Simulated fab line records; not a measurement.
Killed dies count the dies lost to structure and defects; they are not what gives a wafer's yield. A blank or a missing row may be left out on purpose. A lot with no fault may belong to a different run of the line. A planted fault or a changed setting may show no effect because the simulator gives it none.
fab line records	flow n5_finfet
record lots=9	wafers=25	last_day=18
route steps=1938 shown BEOL_M1@770 BEOL_M4@1111 PASSIVATION@1936
lots that met no fault: from a run of the same line without faults
start_h: start of the lot's first displayed wafer, in hours after the record's first day	wait_h: how many hours have passed since the lot's step before this one	" same as the row above	L1.1+2: one row covering several wafers at once	- no value, or no start given	* or withheld: withheld	< > ~ a bound
route shown NAME@n: NAME is a module with steps in the file, n the number in the route of the first one	usual: the fault-free wafers' mean and standard deviation	same: alike in all rows	chamber/n: place in a boat	sites: readings site by site	_std_site: the standard deviation of these	_edge_site: outer sites' mean less inner sites'	radius_mm: for every site, how far away it sits from the centre of the wafer	mask NAME#n: copy n	behind: tool/chamber where the wafer was last shaped	hold: reason for holding the lot/hours on hold/outcome of the hold	device: the transistor (n, p or np) that didn't switch	end of line: tests of these same wafers at the route's end	a step given without rows: its recipe and nothing more	killed: not the wafer's yield, but the dies lost to structure and defects at the first sort	map: a wafer's dies, x killed, . not, _ none there
set.NAME: the setting the step ran with; set.NAME@STEP: the setting that earlier step ran with	model.NAME: the simulator's own value behind a step, which no gauge read
steps of the route over a sample of lots; a table a step, a row a wafer
services: when a tool's chamber went out of use (start_h, in hours from the record's first day, below 0 if earlier), for how many hours, and the reason
## steps
# step N5_BEOL_M1_ETCH_64
# recipe chemistry=N2/H2	target=SOC	target_depth_a=750	overetch_a=150	mask_material=SiARC	temp_c=40	time_s=112.5	ion_energy_ev=200	pressure_mtorr=30	source_w=840	bias_w=150	n2_flow_sccm=200	h2_flow_sccm=200
# usual drypump_motor_current_A=5.7/0.55	oes_product_au=0.62/0.073	rf_vpp_V=524.2/2.3	showerhead_plenum_p_Torr=2.56/0.074	throttle_valve_pct=17.80/0.2
lot.wafer	tool	chamber	start_h	wait_h	drypump_motor_current_A	oes_product_au	rf_hours_counter_h	rf_vpp_V	showerhead_plenum_p_Torr	throttle_valve_pct
L534.1	rie_diel-06	3	151.96	0.0	5.7	0.64	95	528.0	2.66	17.64
L534.2	"	0	"	"	6.2	0.61	163	520.8	2.41	17.90
L534.5	"	1	"	"	5.1	0.59	-	523.4	2.51	17.70
L536.3	rie_diel-06	2	167.45	0.0	5.0	0.71	29	521.9	2.49	17.42
L536.4	"	0	"	"	6.2	0.60	166	521.1	2.41	17.92
L536.6	"	2	"	"	5.0	0.72	-	522.5	2.49	17.39
L539.3	rie_diel-06	0	180.24	0.0	6.3	0.61	170	519.6	2.41	17.92
L539.4	"	3	"	"	5.8	0.63	104	529.3	2.66	17.65
L539.6	"	2	"	"	5.0	0.71	-	523.3	2.49	17.41
L540.1	rie_diel-03	2	185.21	0.0	6.6	0.54	239	521.2	2.50	17.91
L540.3	"	3	"	"	5.4	0.55	209	525.7	2.63	18.04
L541.1	rie_diel-03	3	196.44	0.0	5.4	0.55	214	525.7	2.63	18.03
L541.3	"	2	"	"	6.6	0.54	243	522.3	2.50	17.91
L547.1	rie_diel-01	3	243.52	0.0	5.9	0.58	207	520.3	2.43	18.07
L547.2	"	1	"	"	4.8	0.56	213	526.4	2.62	17.82
L547.3	"	2	"	"	6.0	0.62	107	523.7	2.55	17.79
L549.3	rie_diel-01	3	247.57	0.0	5.9	0.57	209	521.0	2.43	18.08
L549.5	"	1	"	"	4.9	0.55	-	527.4	2.62	17.83
L549.6	"	2	"	"	6.0	0.62	-	524.7	2.55	17.80
L551.1	rie_diel-03	0	259.53	0.0	6.5	0.73	19	524.4	2.61	17.59
L551.4	"	3	"	"	5.4	0.55	236	524.2	2.62	18.10
L551.5	"	3	"	"	5.5	0.54	-	526.2	2.62	18.10
L552.1	rie_diel-01	1	259.89	0.0	4.9	0.55	219	526.8	2.62	17.83
L552.3	"	0	"	"	5.2	0.59	170	523.9	2.53	18.10
L552.6	"	1	"	"	4.9	0.55	-	525.7	2.62	17.83
# step N5_BEOL_M1_CD_MEAS_18
# recipe pitch_nm=36	target_cd_nm=18
# usual cd_nm=18.0/0.34
lot.wafer	tool	chamber	start_h	wait_h	cd_nm
L534.1	cd_sem-02	-	152.31	0.0	18.5
L534.2	"	-	"	"	18.0
L534.5	"	-	"	"	18.2
L536.3	cd_sem-01	-	167.80	0.1	18.5
L536.4	"	-	"	"	18.1
L536.6	"	-	"	"	17.9
L539.3	cd_sem-02	-	180.59	0.1	18.4
L539.4	"	-	"	"	18.3
L539.6	"	-	"	"	18.6
L540.1	cd_sem-03	-	185.56	0.0	18.0
L540.3	"	-	"	"	17.4
L541.1	cd_sem-02	-	196.79	0.0	18.1
L541.3	"	-	"	"	17.9
L547.1	cd_sem-01	-	243.87	0.0	18.3
L547.2	"	-	"	"	18.6
L547.3	"	-	"	"	18.6
L549.3	cd_sem-02	-	248.00	0.1	18.7
L549.5	"	-	"	"	18.2
L549.6	"	-	"	"	18.1
L551.1	cd_sem-03	-	260.03	0.0	17.3
L551.4	"	-	"	"	17.9
L551.5	"	-	"	"	18.0
L552.1	cd_sem-02	-	260.29	0.0	17.8
L552.3	"	-	"	"	18.0
L552.6	"	-	"	"	17.7
# step N5_BEOL_M1_ETCH_69
# recipe chemistry=CF4	target=SiARC	target_depth_a=156	mask_material=CAR-EUV	time_s=26	ion_energy_ev=80	pressure_mtorr=40	source_w=545	bias_w=36	Ar_flow_sccm=100	cf4_flow_sccm=100	ends=cleared
# usual cf4_flow_sccm=100.03/0.3	drypump_motor_current_A=5.6/0.56	etch_rf_on_time_s=26.1/0.6	oes_product_au=0.67/0.07	rf_vpp_V=184.0/1.1	showerhead_plenum_p_Torr=2.14/0.064	throttle_valve_pct=15.59/0.27
lot.wafer	tool	chamber	start_h	wait_h	cf4_flow_sccm	drypump_motor_current_A	etch_rf_on_time_s	oes_product_au	rf_hours_counter_h	rf_vpp_V	showerhead_plenum_p_Torr	throttle_valve_pct
L534.1	rie_diel-06	3	152.80	0.0	99.15	5.7	26.1	0.69	95	184.2	2.24	15.52
L534.2	"	2	"	"	100.15	5.0	26.1	0.78	23	182.1	2.10	15.06
L534.5	"	1	"	"	99.68	5.0	26.1	0.62	-	184.0	2.12	15.69
L536.3	rie_diel-03	0	168.43	0.0	99.65	6.5	27.1	0.57	247	184.0	2.18	15.55
L536.4	"	3	"	"	99.96	5.4	25.7	0.60	204	184.8	2.20	15.81
L536.6	"	0	"	"	99.86	6.5	26.7	0.56	-	185.1	2.18	15.55
L539.3	rie_diel-06	3	181.21	0.0	100.06	5.7	26.2	0.68	104	184.3	2.24	15.55
L539.4	"	1	"	"	99.70	5.1	26.1	0.62	215	184.5	2.12	15.69
L539.6	"	1	"	"	99.56	5.1	26.2	0.62	-	182.9	2.12	15.70
L540.1	rie_diel-01	1	186.17	0.0	99.34	4.8	26.3	0.61	199	184.3	2.21	15.65
L540.3	"	3	"	"	99.90	5.9	27.2	0.62	191	183.8	2.04	15.71
L541.1	rie_diel-01	0	197.41	0.0	99.83	5.2	25.3	0.65	158	184.2	2.15	15.94
L541.3	"	1	"	"	100.22	4.8	26.5	0.60	202	185.0	2.20	15.64
L547.1	rie_diel-03	2	244.37	0.0	100.56	6.6	25.3	0.82	1	184.2	2.11	15.45
L547.2	"	1	"	"	100.25	5.7	26.7	0.73	44	185.4	2.17	15.34
L547.3	"	0	"	"	100.00	6.5	25.7	0.81	14	183.7	2.18	15.12
L549.3	rie_diel-06	2	248.49	0.0	100.07	4.9	25.8	0.74	52	183.2	2.09	15.13
L549.5	"	2	"	"	99.88	5.0	25.6	0.74	-	182.8	2.09	15.13
L549.6	"	3	"	"	99.96	5.7	26.0	0.67	-	185.3	2.23	15.59
L551.1	rie_diel-01	3	260.61	0.0	99.83	5.9	27.1	0.60	213	184.3	2.04	15.75
L551.4	"	2	"	"	99.82	6.0	24.8	0.68	113	183.5	2.17	15.70
L551.5	"	0	"	"	100.10	5.2	24.9	0.65	-	184.3	2.14	15.95
L552.1	rie_diel-01	0	260.79	0.0	100.43	5.2	25.2	0.64	171	184.4	2.14	15.96
L552.3	"	3	"	"	99.98	5.9	27.4	0.60	213	182.7	2.03	15.77
L552.6	"	0	"	"	100.46	5.2	25.1	0.65	-	183.1	2.14	15.95
# step N5_BEOL_M1_ALD_98
# recipe material=SiO2	target_thk_a=25	temp_c=100	ald_precursor_family=BDEAS	ald_co_reactant=O2-plasma	pulse_time_s=1	co_reactant_pulse_time_s=1	purge_time_s=2	co_reactant_purge_time_s=2	ald_cycles=17	pressure_torr=2
# usual ald_cycles=17/0	heater_power_outer_w=38/4.3	heater_power_w=74/7.7	precursor_pulse_height_rel=1.001/0.021
lot.wafer	tool	chamber	start_h	wait_h	ald_cycles	heater_power_outer_w	heater_power_w	precursor_pulse_height_rel
L534.1	ald_sin-03	1	152.89	0.1	17	37	74	0.960
L534.2	"	3	"	"	17	38	70	0.996
L534.5	"	0	"	"	17	43	90	0.987
L536.3	ald_sin-03	1	168.51	0.1	17	37	73	1.024
L536.4	"	2	"	"	17	44	83	1.021
L536.6	"	3	"	"	17	38	69	1.024
L539.3	ald_sin-03	1	181.29	0.1	22	38	75	1.006
L539.4	"	2	"	"	22	45	83	1.017
L539.6	"	1	"	"	17	38	72	1.017
L540.1	ald_sin-03	0	187.34	1.1	17	43	86	0.985
L540.3	"	1	"	"	22	38	73	0.996
L541.1	ald_sin-03	3	197.60	0.2	17	38	71	0.997
L541.3	"	1	"	"	22	39	74	0.983
L547.1	ald_sin-04	3	244.45	0.1	17	35	75	0.996
L547.2	"	2	"	"	17	37	70	1.000
L547.3	"	1	"	"	17	40	76	1.010
L549.3	ald_sin-04	0	249.16	0.6	17	30	60	0.993
L549.5	"	0	"	"	17	30	61	0.980
L549.6	"	1	"	"	17	41	78	1.019
L551.1	ald_sin-04	1	260.70	0.1	17	40	77	0.998
L551.4	"	3	"	"	17	34	74	0.991
L551.5	"	1	"	"	17	39	76	1.008
L552.1	ald_sin-02	0	260.87	0.1	17	38	72	0.964
L552.3	"	3	"	"	17	35	71	1.051
L552.6	"	1	"	"	17	33	69	1.035
# step N5_BEOL_M4_RC_MEAS_101
# usual DIBL_N=36.2/1.6	DIBL_P=36.5/1.9	IOFF_N=0.158/0.027	IOFF_P=0.21/0.038	ION_N=675/12	ION_P=464/8.9	SS_N=71.5/0.61	SS_P=73.4/0.59	VT_N=250.4/3	VT_P=-250/3.6
lot.wafer	tool	chamber	start_h	wait_h	DIBL_N[mV/V]	DIBL_P[mV/V]	IOFF_N[nA/um]	IOFF_P[nA/um]	ION_N[uA/um]	ION_P[uA/um]	SS_N[mV/dec]	SS_P[mV/dec]	VT_N[mV]	VT_P[mV]
L534.1	prober-02	0	192.78	0.0	37.8	36.5	0.156	0.20	672	455	70.3	73.7	252.7	-250
L534.2	"	0	"	"	37.4	37.5	0.165	0.21	676	462	71.3	73.5	248.5	-248
L534.5	"	0	"	"	35.7	34.7	0.122	0.17	653	452	70.5	72.9	254.3	-253
L536.3	prober-01	0	211.01	0.3	34.9	34.8	0.129	0.20	673	465	71.5	73.4	255.7	-249
L536.4	"	0	"	"	34.2	34.6	0.121	0.19	665	461	71.3	72.7	254.4	-251
L536.6	"	0	"	"	36.7	37.9	0.165	0.25	685	474	72.1	73.2	248.9	-245
L539.3	prober-01	0	217.45	0.3	35.0	35.7	0.139	0.19	672	468	71.4	73.3	252.1	-252
L539.4	"	0	"	"	35.1	35.6	0.144	0.20	683	468	71.3	72.9	252.2	-251
L539.6	"	0	"	"	34.2	33.3	0.128	0.17	671	462	70.5	73.1	254.2	-252
L540.1	prober-01	0	227.46	0.0	36.1	36.1	0.162	0.20	683	463	71.3	73.5	247.1	-251
L540.3	"	0	"	"	34.9	35.8	0.142	0.19	671	463	70.5	73.5	251.0	-250
L541.1	prober-02	0	251.76	0.0	34.4	33.6	0.128	0.15	658	446	70.3	72.3	251.3	-258
L541.3	"	0	"	"	37.1	37.9	0.175	0.22	672	456	71.5	74.1	248.8	-250
L547.1	prober-01	0	281.24	0.0	35.9	35.2	0.144	0.20	699	475	71.7	73.5	248.9	-250
L547.2	"	0	"	"	37.0	37.2	0.162	0.23	691	467	71.6	74.1	248.4	-251
L547.3	"	0	"	"	38.6	40.1	0.212	0.30	705	488	72.1	74.0	245.7	-242
L549.3	prober-02	0	307.86	0.3	38.4	36.8	0.179	0.26	673	468	72.1	73.3	249.6	-247
L549.5	"	0	"	"	37.6	36.5	0.163	0.25	666	467	72.0	74.1	249.4	-247
L549.6	"	0	"	"	37.1	35.7	0.161	0.22	658	457	72.8	73.2	253.0	-247
L552.1	prober-01	0	313.01	0.0	38.4	38.9	0.223	0.30	690	478	73.0	74.6	246.9	-245
L552.3	"	0	"	"	36.2	36.3	0.157	0.23	666	461	71.9	73.7	252.2	-248
L552.6	"	0	"	"	36.0	35.3	0.158	0.21	675	461	71.6	72.9	252.8	-252
L551.1	prober-02	0	320.57	0.0	35.0	34.8	0.149	0.22	664	463	71.1	72.8	250.4	-248
L551.4	"	0	"	"	34.2	34.5	0.141	0.22	686	482	70.4	73.0	249.9	-248
L551.5	"	0	"	"	32.9	33.3	0.116	0.19	666	469	71.3	73.1	252.7	-251
# step N5_PASSIVATION_PROBE_49
# usual defect_limited_yield=91.3/1.7	killed_at_M0_to_M3=33/11	killed_at_M4_up=14/5.5	killed_at_contacts=13/6.5	killed_at_front_end=39/13	killed_at_other=3.4/2.9	killed_dies=103/20	killed_open=69/15	killed_short=32/8.1	sort_bin_5_function=5.1/1.1	sort_bin_6_memory=3.3/0.74	sort_n_pass=1077/20	sort_yield_pct=91.3/1.7
# same gross_dies=1180	killed_at_back_side=0	sort_bin_4_leakage[%]=0	sort_bin_8_speed[%]=0
lot.wafer	tool	chamber	start_h	wait_h	defect_limited_yield[%]	killed_at_M0_to_M3	killed_at_M4_up	killed_at_contacts	killed_at_front_end	killed_at_other	killed_dies	killed_open	killed_short	sort_bin_5_function[%]	sort_bin_6_memory[%]	sort_n_pass	sort_yield_pct[%]
L539.4	prober-02	-	337.87	0.2	92.0	46	11	8	28	1	94	54	38	4.6	2.7	1086	92.0
L541.1	prober-02	-	362.74	0.0	88.7	31	6	13	71	12	133	83	50	6.4	4.6	1047	88.7
L541.3	prober-02	-	362.84	0.1	91.3	25	17	21	37	3	103	73	30	5.1	3.6	1077	91.3
L547.1	prober-02	-	393.78	0.0	92.1	21	17	9	44	2	93	64	28	4.5	3.1	1087	92.1
L547.2	prober-02	-	393.83	0.1	89.7	35	18	23	42	3	121	75	44	5.3	4.6	1059	89.7
L547.3	prober-02	-	393.88	0.1	91.5	29	13	20	34	4	100	72	27	4.7	3.4	1080	91.5
# killed by level:class
L539.4 BEOL_M0_SAQP:geometric_particle:short=14 BEOL_M3:geometric_particle:open=9 BEOL_M0_SAQP:geometric_particle:open=8 FIN_SAQP:geometric_particle:open=6 BEOL_M1:geometric_particle:open=5 MOL_CONTACT_COAG:geometric_particle:open=4 MOL_CONTACT_COAG:geometric_particle:short=4 STI_FIN_REVEAL:geometric_particle:short=3
L541.1 FIN_SAQP:geometric_particle:open=20 BEOL_M1:geometric_particle:open=16 STI_FIN_REVEAL:geometric_particle:open=14 FIN_SAQP:geometric_particle:short=11 MOL_CONTACT_COAG:geometric_particle:open=10 BEOL_M0_SAQP:geometric_particle:short=7 GATE_CUT:geometric_particle:short=6 PAD_METAL:geometric_particle:short=5
L541.3 MOL_CONTACT_COAG:geometric_particle:open=18 STI_FIN_REVEAL:geometric_particle:open=11 BEOL_M1:geometric_particle:open=10 FIN_SAQP:geometric_particle:open=7 BEOL_M4:geometric_particle:open=7 FIN_SAQP:geometric_particle:short=6 BEOL_M0_SAQP:geometric_particle:open=5 BEOL_M1:geometric_particle:short=4
L547.1 FIN_SAQP:geometric_particle:short=10 DUMMY_GATE:geometric_particle:open=10 FIN_SAQP:geometric_particle:open=9 MOL_CONTACT_COAG:geometric_particle:open=7 BEOL_M0_SAQP:geometric_particle:open=7 BEOL_M2:geometric_particle:open=7 BEOL_M4:geometric_particle:open=7 STARTING-WAFER:geometric_particle:short=6
L547.2 MOL_CONTACT_COAG:geometric_particle:open=20 BEOL_M0_SAQP:geometric_particle:short=10 FIN_SAQP:geometric_particle:open=8 FIN_SAQP:geometric_particle:short=8 DUMMY_GATE:geometric_particle:open=8 BEOL_M3:geometric_particle:short=6 BEOL_M2:geometric_particle:open=6 BEOL_M3:geometric_particle:open=5
L547.3 MOL_CONTACT_COAG:geometric_particle:open=18 FIN_SAQP:geometric_particle:open=10 BEOL_M0_SAQP:geometric_particle:short=7 BEOL_M2:geometric_particle:open=7 FIN_SAQP:geometric_particle:short=5 BEOL_M0_SAQP:geometric_particle:open=5 BEOL_M3:geometric_particle:open=5 BEOL_M4:geometric_particle:open=5
## services
tool	chamber	start_h	hours	kind
rie_diel-06	0	160.21	2.8	repair
rie_diel-03	0	178.59	-	clean
rie_diel-03	0	178.59	-	consumable_replace:focus_ring
rie_diel-03	0	178.59	26.3	scheduled_down
rie_diel-03	0	178.59	26.3	vent_cycle
ald_sin-04	-	210.37	2.8	pm
rie_diel-06	0	213.00	3.4	repair
rie_diel-03	2	217.30	-	clean
rie_diel-03	2	217.30	-	consumable_replace:focus_ring
rie_diel-03	2	217.30	20.1	scheduled_down
rie_diel-03	2	217.30	20.1	vent_cycle
ald_sin-04	-	219.39	0.8	repair
rie_diel-01	1	226.18	3.6	repair
rie_diel-01	0	241.59	12.8	repair
ald_sin-02	-	250.84	3.2	repair
## key
first_sign step=N5_BEOL_M1_ALD_98	reading=ald_cycles	direction=up	sigmas=99+	usual=*	struck=*
effect none on later readings
met_at N5_BEOL_M1_ALD_98
struck_lots L539,L540,L541
struck_wafers L539.3,L539.4,L540.3,L541.3
not_acting_at N5_BEOL_M1_ETCH_64,N5_BEOL_M1_CD_MEAS_18,N5_BEOL_M1_ETCH_69
onset_between 168.51 181.29
fault kind=process_parameter_drift	tool=ald_sin-03	chamber=-	onset_h=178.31	steps=N5_BEOL_M1_ALD_98	channel=ald_cycles	offset=*	shape=step	end_h=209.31	scope=struck_wafers_only	acts_in=*	stated=*
